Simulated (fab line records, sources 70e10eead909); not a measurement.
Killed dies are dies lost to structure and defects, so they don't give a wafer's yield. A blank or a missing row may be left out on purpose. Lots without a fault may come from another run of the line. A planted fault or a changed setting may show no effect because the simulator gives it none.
Which tool did it? | flow nand_harc | 14 lots, 42 wafers sampled, at 2 steps of a route of 1302

WHAT THE GAUGES READ, wafer by wafer
NHARC_P_M2_OVL_MEAS_10: pitch 340 nm. Usual: overlay_x_nm -0.1 nm, standard deviation 0.72; overlay_y_nm 0.0 nm, standard deviation 0.95.
lot  | measured     | on         | overlay_x_nm (nm) | overlay_y_nm (nm) | flag
L712 | day 6 15:08  | overlay-02 | -0.5 -0.7 -0.3    | 0.1 -0.4 -0.8     |
L713 | day 6 17:13  | overlay-01 | 0.8 0.4 0.8       | -0.1 -0.1 -0.1    |
L715 | day 7 11:54  | overlay-02 | -1.0 -0.8 -0.8    | -1.3 -0.8 -0.5    |
L716 | day 7 21:48  | overlay-02 | - - -             | - - -             | OFF
L717 | day 8 13:52  | overlay-01 | - - -             | - - -             | OFF
L724 | day 11 08:03 | overlay-02 | -0.4 -0.1 -0.7    | 0.3 -0.1 0.7      |
L727 | day 12 12:08 | overlay-02 | -0.6 -0.3 -0.2    | 0.3 0.5 0.2       |
L726 | day 12 12:52 | overlay-01 | -0.3 0.2 0.0      | 0.4 0.2 0.6       |
L728 | day 12 22:19 | overlay-02 | -1.1 -0.6 -0.9    | 0.2 -0.1 -0.2     |
L729 | day 13 10:13 | overlay-02 | -0.3 -0.8 -0.4    | 0.0 0.4 -0.1      |
L730 | day 13 22:10 | overlay-01 | 0.1 0.0 0.1       | 0.8 1.3 0.5       |
L731 | day 14 06:48 | overlay-01 | 1.2 1.8 1.4       | -0.7 -1.9 -2.2    |
L734 | day 15 16:08 | overlay-02 | -1.4 -1.2 -1.2    | -2.0 -1.5 -2.0    |
L735 | day 16 11:02 | overlay-01 | 0.4 0.9 0.1       | 1.6 1.8 1.3       |

WHICH TOOL RAN EACH LOT (tool, then ch and the chambers of the sampled wafers, then the start)
lot  | NHARC_P_M2_EXPOSE_06
L712 | arfi_scanner-03 ch 0, day 6 14:55
L713 | arfi_scanner-03 ch 0, day 6 16:58
L715 | arfi_scanner-01 ch 0, day 7 11:40
L716 | arfi_scanner-03, day 7 21:35
L717 | arfi_scanner-01, day 8 13:38
L724 | arfi_scanner-03 ch 0, day 11 07:49
L727 | arfi_scanner-03 ch 0, day 12 11:54
L726 | arfi_scanner-01 ch 0, day 12 12:38
L728 | arfi_scanner-03 ch 0, day 12 22:05
L729 | arfi_scanner-01 ch 0, day 13 10:00
L730 | arfi_scanner-02 ch 0, day 13 21:56
L731 | arfi_scanner-03 ch 0, day 14 06:34
L734 | arfi_scanner-02 ch 0, day 15 15:55
L735 | arfi_scanner-01 ch 0, day 16 10:49
- NHARC_P_M2_EXPOSE_06: exposes mask P M2, target cd 170 nm.

WHAT THE TOOLS THEMSELVES READ (means of the sampled wafers that have a number; where no wafer has one, the mark that the record gives instead)
NHARC_P_M2_EXPOSE_06. Usual: exposure_dose_mJ_cm2 80.78, standard deviation 0.079; focus_offset_nm 0.0 nm, standard deviation 0.52.
lot  | tool            | exposure_dose_mJ_cm2 | focus_offset_nm (nm) | flag
L712 | arfi_scanner-03 | 80.78                | 0.5                  |
L713 | arfi_scanner-03 | 80.87                | 0.5                  |
L715 | arfi_scanner-01 | 80.80                | -0.1                 |
L716 | arfi_scanner-03 | -                    | -                    | OFF
L717 | arfi_scanner-01 | -                    | -                    | OFF
L724 | arfi_scanner-03 | 80.75                | -0.2                 |
L727 | arfi_scanner-03 | 80.77                | 0.4                  |
L726 | arfi_scanner-01 | 80.79                | 0.2                  |
L728 | arfi_scanner-03 | 80.89                | -0.2                 |
L729 | arfi_scanner-01 | 80.81                | 0.3                  |
L730 | arfi_scanner-02 | 80.75                | -0.3                 |
L731 | arfi_scanner-03 | 80.68                | 0.4                  |
L734 | arfi_scanner-02 | 80.82                | -0.2                 |
L735 | arfi_scanner-01 | 80.80                | 0.2                  |

THE ANSWER, worked out from the rows above alone
Rule: a lot is off if the mean of its wafers that have a number lies more than 3 standard deviations from the usual mean. A lot without any number at a reading at which 4 lots or more have one is off too. The other lots that the step has rows for count as sound. The gauges are gone through in route order, then the tools' own readings, and for those a lot's mean is taken as printed above. The first step at which some lot is off is used, and at that step the reading that is off furthest; a lot without a number counts as furthest.
Off: L716, L717, at NHARC_P_M2_OVL_MEAS_10 (overlay_x_nm). Without a number there: L716, L717.
A tool fits if, at a process step before that reading, it ran every lot that is off, and no sound lot after the first of them. The gauges at NHARC_P_M2_OVL_MEAS_10 aren't tried: what is off there is off at NHARC_P_M2_EXPOSE_06 too, on other tools, and a gauge's error can't cause that. None of those tried fits.

WHAT THE SIMULATOR HAD PUT IN
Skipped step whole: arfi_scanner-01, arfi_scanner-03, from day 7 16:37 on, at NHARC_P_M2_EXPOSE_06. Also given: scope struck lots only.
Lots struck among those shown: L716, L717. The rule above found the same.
